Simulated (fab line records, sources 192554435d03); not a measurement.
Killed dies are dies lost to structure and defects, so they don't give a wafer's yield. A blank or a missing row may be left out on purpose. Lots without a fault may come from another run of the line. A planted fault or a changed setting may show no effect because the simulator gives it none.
Split-lot experiment | flow n5_finfet | 7 lots, 21 wafers read, on a route of 1938 steps

THE SPLIT
At N5_BEOL_M7_ILD_DEP_00 (deposits SiCOH lowk from DEMS/porogen, target thk 179.75 nm, time 33.4 s), the setting time_s was moved away from the recipe's 33.4 s on 8 of the 21 wafers read, by -12.9% to +13.8%. The other wafers ran this setting at the recipe's value.

FROM THE SPLIT TO THE READING: what the file shows between them, 1 step
- N5_BEOL_M7_CURE_74: cures SiCOH lowk, time 240 s

THE READING
M7_ILD_THK, in nm, at N5_BEOL_M7_THK_MEAS_01. Fault-free wafers of this fab line usually give 154.7 nm, standard deviation 1.8 nm.

wafer  | tool, chamber at the split | time_s as run, s | against the recipe | M7_ILD_THK, nm | against lot-mates on the recipe
L081.3 | pecvd-01, 0                | 33.4             | recipe             | 155.8          | -
L081.4 | pecvd-01, 2                | 33.4             | recipe             | 156.6          | -
L081.5 | pecvd-01, 0                | 33.4             | recipe             | 154.4          | -
L087.3 | pecvd-04, 0                | 33.4             | recipe             | 154.6          | -
L087.4 | pecvd-04, 1                | 33.4             | recipe             | 156.8          | -
L087.5 | pecvd-04, 0                | 33.4             | recipe             | 156.6          | -
L082.1 | pecvd-03, 1                | 33.4             | recipe             | 151.8          | -
L082.2 | pecvd-03, 2                | 33.4             | recipe             | 152.4          | -
L082.5 | pecvd-03, 2                | 33.4             | recipe             | 153.8          | -
L091.2 | pecvd-03, 0                | 33.4             | recipe             | 153.0          | -
L091.5 | pecvd-03, 0                | 38               | +13.8%             | 177.2          | +24.2
L091.6 | pecvd-03, 1                | 38               | +13.8%             | 174.2          | +21.2
L089.2 | pecvd-01, 2                | 29.1             | -12.9%             | 134.6          | -21.1
L089.4 | pecvd-01, 2                | 29.1             | -12.9%             | 136.9          | -18.8
L089.6 | pecvd-01, 1                | 33.4             | recipe             | 155.7          | -
L093.1 | pecvd-01, 0                | 33.4             | recipe             | 152.1          | -
L093.3 | pecvd-01, 2                | 37.78            | +13.1%             | 172.0          | +19.9
L093.5 | pecvd-01, 2                | 37.78            | +13.1%             | 175.5          | +23.4
L097.1 | pecvd-04, 0                | 33.4             | recipe             | 154.3          | -
L097.5 | pecvd-04, 1                | 36.29            | +8.7%              | 167.4          | +13.1
L097.6 | pecvd-04, 2                | 36.29            | +8.7%              | 170.1          | +15.8

THE FIT
A straight line over all 21 wafers: M7_ILD_THK changes by +1.5 nm for each +1% of time_s; r = +0.99; the points scatter about the line by 1.8 nm.
The same after taking each lot's own level away (the mean of its wafers on the recipe; 21 wafers): +1.62 nm for each +1%; r = +1.00; scatter 1.2 nm.
On that fit, the largest move of time_s shifts the reading by 22 nm.
The lots' own levels span 152.10 to 156.00 nm, that is 2.2 times the standard deviation above.
So the lot-to-lot level changes the slope little: the two slopes agree.
Check: with one of the wafers moved furthest among these (+13.8%) left out of the fit, the line predicts +22.1 nm for it against its lot-mates. It came out at +24.2 nm against them.

OTHER SPLITS ON THESE WAFERS
These wafers also went through other splits before the reading. Each is held against what the fit with the lots' levels taken away leaves over:
other split on the same wafers    | wafers away from the commonest value | r with M7_ILD_THK (lot level and that fit taken away)
N5_BEOL_M5_COAT_60 spin_rpm       | 6                                    | -0.04
N5_BEOL_M6_HM_DEP_02 target_thk_a | 9                                    | +0.02

THE WHOLE CHAIN: every reading that the file lists as answering this split, in the file's order
step                   | what it does                                                             | reading                                                                                  | change (the file's fit)              | r (the file's)
N5_BEOL_M7_ILD_DEP_00  | deposits SiCOH lowk from DEMS/porogen, target thk 179.75 nm, time 33.4 s | SiCOH_lowk_of_BEOL_M7_ILD_DEP_00.thk_nm (the simulator's own value, which no gauge read) | +1.86 nm for each +1% of the setting | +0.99
N5_BEOL_M7_CURE_74     | cures SiCOH lowk, time 240 s                                             | SiCOH_lowk_of_BEOL_M7_ILD_DEP_00.thk_nm (the simulator's own value, which no gauge read) | +1.62 nm for each +1% of the setting | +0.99
N5_BEOL_M7_THK_MEAS_01 |                                                                          | M7_ILD_THK                                                                               | +1.63 for each +1% of the setting    | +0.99

THE FILE'S OWN FIT
M7_ILD_THK changes by +1.63 nm for each +1% of time_s, r = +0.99.
